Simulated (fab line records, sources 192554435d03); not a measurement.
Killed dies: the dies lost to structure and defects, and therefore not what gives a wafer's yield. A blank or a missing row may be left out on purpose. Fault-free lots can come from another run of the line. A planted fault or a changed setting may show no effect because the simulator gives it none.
Chamber matching || flow n5-finfet || N5_BEOL_M10_ETCH_61 on rie-diel-06: 4 sister chambers
The step etches SiARC in CF4, target depth 39 nm, time 65 s. 20 wafers are shown with their chamber, then 10 later ones without.

## EACH WAFER AND ITS CHAMBER
{"wafer": "L075.1", "chamber": 3, "drypump-motor-current-A (A)": 4.9, "showerhead-plenum-p-Torr (Torr)": 2.10, "throttle-valve-pct (%)": 15.69}
{"wafer": "L075.5", "chamber": 2, "drypump-motor-current-A (A)": 5.5, "showerhead-plenum-p-Torr (Torr)": 2.15, "throttle-valve-pct (%)": 15.51}
{"wafer": "L075.6", "chamber": 3, "drypump-motor-current-A (A)": 4.9, "showerhead-plenum-p-Torr (Torr)": 2.10, "throttle-valve-pct (%)": 15.72}
{"wafer": "L074.1", "chamber": 2, "drypump-motor-current-A (A)": 5.5, "showerhead-plenum-p-Torr (Torr)": 2.15, "throttle-valve-pct (%)": 15.51}
{"wafer": "L074.2", "chamber": 0, "drypump-motor-current-A (A)": 5.7, "showerhead-plenum-p-Torr (Torr)": 2.10, "throttle-valve-pct (%)": 15.51}
{"wafer": "L074.5", "chamber": 2, "drypump-motor-current-A (A)": 5.5, "showerhead-plenum-p-Torr (Torr)": 2.15, "throttle-valve-pct (%)": 15.49}
{"wafer": "L076.2", "chamber": 3, "drypump-motor-current-A (A)": 4.9, "showerhead-plenum-p-Torr (Torr)": 2.10, "throttle-valve-pct (%)": 15.72}
{"wafer": "L076.3", "chamber": 2, "drypump-motor-current-A (A)": 5.5, "showerhead-plenum-p-Torr (Torr)": 2.14, "throttle-valve-pct (%)": 15.50}
{"wafer": "L076.5", "chamber": 2, "drypump-motor-current-A (A)": 5.5, "showerhead-plenum-p-Torr (Torr)": 2.14, "throttle-valve-pct (%)": 15.51}
{"wafer": "L077.1", "chamber": 2, "drypump-motor-current-A (A)": 5.5, "showerhead-plenum-p-Torr (Torr)": 2.14, "throttle-valve-pct (%)": 15.52}
{"wafer": "L077.4", "chamber": 1, "drypump-motor-current-A (A)": 5.8, "showerhead-plenum-p-Torr (Torr)": 2.05, "throttle-valve-pct (%)": 15.86}
{"wafer": "L077.5", "chamber": 2, "drypump-motor-current-A (A)": 5.5, "showerhead-plenum-p-Torr (Torr)": 2.14, "throttle-valve-pct (%)": 15.51}
{"wafer": "L083.4", "chamber": 2, "drypump-motor-current-A (A)": 5.6, "showerhead-plenum-p-Torr (Torr)": 2.14, "throttle-valve-pct (%)": 15.53}
{"wafer": "L083.5", "chamber": 3, "drypump-motor-current-A (A)": 4.9, "showerhead-plenum-p-Torr (Torr)": 2.10, "throttle-valve-pct (%)": 15.74}
{"wafer": "L083.6", "chamber": 0, "drypump-motor-current-A (A)": 5.7, "showerhead-plenum-p-Torr (Torr)": 2.10, "throttle-valve-pct (%)": 15.55}
{"wafer": "L082.2", "chamber": 2, "drypump-motor-current-A (A)": 5.5, "showerhead-plenum-p-Torr (Torr)": 2.14, "throttle-valve-pct (%)": 15.53}
{"wafer": "L082.4", "chamber": 1, "drypump-motor-current-A (A)": 5.8, "showerhead-plenum-p-Torr (Torr)": 2.05, "throttle-valve-pct (%)": 15.88}
{"wafer": "L082.5", "chamber": 3, "drypump-motor-current-A (A)": 4.9, "showerhead-plenum-p-Torr (Torr)": 2.09, "throttle-valve-pct (%)": 15.75}
{"wafer": "L087.3", "chamber": 0, "drypump-motor-current-A (A)": 5.7, "showerhead-plenum-p-Torr (Torr)": 2.09, "throttle-valve-pct (%)": 15.56}
{"wafer": "L087.4", "chamber": 3, "drypump-motor-current-A (A)": 4.9, "showerhead-plenum-p-Torr (Torr)": 2.09, "throttle-valve-pct (%)": 15.76}

SIGNATURES, as means of the wafers listed above
{"reading": "drypump-motor-current-A", "chamber 0": 5.700, "chamber 1": 5.800, "chamber 2": 5.511, "chamber 3": 4.900, "scatter within a chamber": 0.0236}
{"reading": "showerhead-plenum-p-Torr", "chamber 0": 2.0967, "chamber 1": 2.0500, "chamber 2": 2.1433, "chamber 3": 2.0967, "scatter within a chamber": 0.005}
{"reading": "throttle-valve-pct", "chamber 0": 15.5400, "chamber 1": 15.8700, "chamber 2": 15.5122, "chamber 3": 15.7300, "scatter within a chamber": 0.0196}
Rule: a wafer lies at a distance from a chamber equal to the root of the sum of squares, over the readings, of (its reading less the chamber's mean, divided by the reading's scatter). If the next closest chamber is less than 2 further off than the closest, the wafer can't be placed; otherwise it belongs to the closest. The scatter is the square root of a quotient: the sum, over the shown wafers, of each reading's squared deviation from its chamber's mean, divided by wafers minus chambers.

## WAFERS WITHOUT THEIR CHAMBER
{"wafer": "L087.6", "drypump-motor-current-A (A)": 5.8, "showerhead-plenum-p-Torr (Torr)": 2.04, "throttle-valve-pct (%)": 15.90}
{"wafer": "L089.1", "drypump-motor-current-A (A)": 5.8, "showerhead-plenum-p-Torr (Torr)": 2.04, "throttle-valve-pct (%)": 15.88}
{"wafer": "L089.3", "drypump-motor-current-A (A)": 5.7, "showerhead-plenum-p-Torr (Torr)": 2.09, "throttle-valve-pct (%)": 15.58}
{"wafer": "L089.4", "drypump-motor-current-A (A)": 4.9, "showerhead-plenum-p-Torr (Torr)": 2.09, "throttle-valve-pct (%)": 15.75}
{"wafer": "L088.4", "drypump-motor-current-A (A)": 5.5, "showerhead-plenum-p-Torr (Torr)": 2.14, "throttle-valve-pct (%)": 15.57}
{"wafer": "L088.5", "drypump-motor-current-A (A)": 4.9, "showerhead-plenum-p-Torr (Torr)": 2.09, "throttle-valve-pct (%)": 15.76}
{"wafer": "L088.6", "drypump-motor-current-A (A)": 5.7, "showerhead-plenum-p-Torr (Torr)": 2.09, "throttle-valve-pct (%)": 15.57}
{"wafer": "L097.1", "drypump-motor-current-A (A)": 5.7, "showerhead-plenum-p-Torr (Torr)": 2.08, "throttle-valve-pct (%)": 15.60}
{"wafer": "L097.2", "drypump-motor-current-A (A)": 5.6, "showerhead-plenum-p-Torr (Torr)": 2.13, "throttle-valve-pct (%)": 15.60}
{"wafer": "L097.6", "drypump-motor-current-A (A)": 5.8, "showerhead-plenum-p-Torr (Torr)": 2.03, "throttle-valve-pct (%)": 15.94}

## CHAMBER TAKEN BY EACH
{"wafer": "L087.6", "from the rows above": 1, "in truth": 1}
{"wafer": "L089.1", "from the rows above": 1, "in truth": 1}
{"wafer": "L089.3", "from the rows above": 0, "in truth": 0}
{"wafer": "L089.4", "from the rows above": 3, "in truth": 3}
{"wafer": "L088.4", "from the rows above": 2, "in truth": 2}
{"wafer": "L088.5", "from the rows above": 3, "in truth": 3}
{"wafer": "L088.6", "from the rows above": 0, "in truth": 0}
{"wafer": "L097.1", "from the rows above": 0, "in truth": 0}
{"wafer": "L097.2", "from the rows above": 2, "in truth": 2}
{"wafer": "L097.6", "from the rows above": 1, "in truth": 1}
Placed correctly: 10 of 10. Number that these rows cannot place: 0. 0 placed wrongly.
